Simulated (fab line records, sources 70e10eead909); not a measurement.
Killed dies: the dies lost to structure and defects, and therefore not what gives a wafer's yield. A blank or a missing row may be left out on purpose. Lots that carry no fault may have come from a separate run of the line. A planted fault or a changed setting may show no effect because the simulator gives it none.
Chamber matching ; flow nand-harc ; NHARC_A_CHANNEL_FILL_D2_ETCHBACK_20 on rie-diel-01: 4 sister chambers
The step etches the open film in C4F8/O2/Ar, target depth 27 nm, time 13.5 s. 4 wafers are shown with their chamber, then 12 later ones without.

## WAFERS, EACH WITH ITS CHAMBER
wafer;chamber;rf-vpp-V (V)
L088.2;2;986
L088.4;3;971
L088.5;1;969
L088.6;0;974

## WAFERS MISSING THEIR CHAMBER
wafer;rf-vpp-V (V)
L090.1;986
L090.4;974
L090.5;970
L090.2;970
L090.3;970
L090.6;974
L092.3;987
L092.4;974
L092.5;987
L095.2;987
L095.4;974
L095.5;987

## WHICH CHAMBER EACH ONE RAN IN
wafer;from the rows above;in truth
L090.1;2;2
L090.4;0;0
L090.5;can't be placed: 1 or 3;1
L090.2;can't be placed: 1 or 3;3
L090.3;can't be placed: 1 or 3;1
L090.6;0;0
L092.3;2;2
L092.4;0;0
L092.5;2;2
L095.2;2;2
L095.4;0;0
L095.5;2;2
Correct placement for 9 of the 12. From these rows, 3 cannot be placed; in 3 the true chamber is one of the candidates. Number placed wrongly: 0.
How it was worked out, from the rows above alone: a wafer's distance from a chamber is the root of the sum, over the readings, of the square of ((its reading less the chamber's mean) divided by the reading's scatter). The wafer belongs to the nearest chamber; if the next one is less than 2 further off, it can't be placed. A chamber's mean is the mean of its shown wafers. The scatter: root of mean squared gap, hidden wafer to nearest shown wafer, with one shown wafer a chamber.
